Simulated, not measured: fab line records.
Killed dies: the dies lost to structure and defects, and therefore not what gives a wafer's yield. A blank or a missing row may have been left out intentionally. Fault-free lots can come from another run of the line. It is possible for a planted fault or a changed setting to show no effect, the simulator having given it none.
Chamber matching -- flow n5-finfet -- 4 sister chambers for N5_BEOL_M11_STRIP_19 on rie-diel-04
The step strips in O2. 4 wafers are shown with their chamber, then 10 later ones without.

EACH WAFER AND ITS CHAMBER
wafer,chamber,drypump-motor-current-A (A)
L085.4,1,5.6
L087.3,2,5.6
L087.6,0,6.3
L091.4,3,5.4

WAFERS WITH NO CHAMBER GIVEN
wafer,drypump-motor-current-A (A)
L091.6,5.6
L089.2,6.3
L089.3,5.4
L089.6,6.3
L092.3,5.5
L092.4,5.6
L092.6,5.6
L097.1,6.3
L097.2,5.6
L097.4,5.4

CHAMBER TAKEN BY EACH
wafer,from the rows above,in truth
L091.6,can't be placed: 1 or 2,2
L089.2,0,0
L089.3,3,3
L089.6,0,0
L092.3,can't be placed: 1 or 2 or 3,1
L092.4,can't be placed: 1 or 2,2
L092.6,can't be placed: 1 or 2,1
L097.1,0,0
L097.2,can't be placed: 1 or 2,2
L097.4,3,3
5 of 10 placed correctly. Can't be placed from these rows: 5 (the true chamber is among the candidates in 5). Placed wrongly: 0.
How it was worked out, from the rows above alone: a wafer's distance from a chamber is the root of the sum, over the readings, of the square of ((its reading less the chamber's mean) divided by the reading's scatter). If the next closest chamber is less than 2 further off than the closest, the wafer can't be placed; otherwise it belongs to the closest. For every chamber, the mean is computed from those of its wafers that are shown. The scatter: with one shown wafer a chamber, the root of the mean of the squares of how far each hidden wafer lies from its nearest shown one.
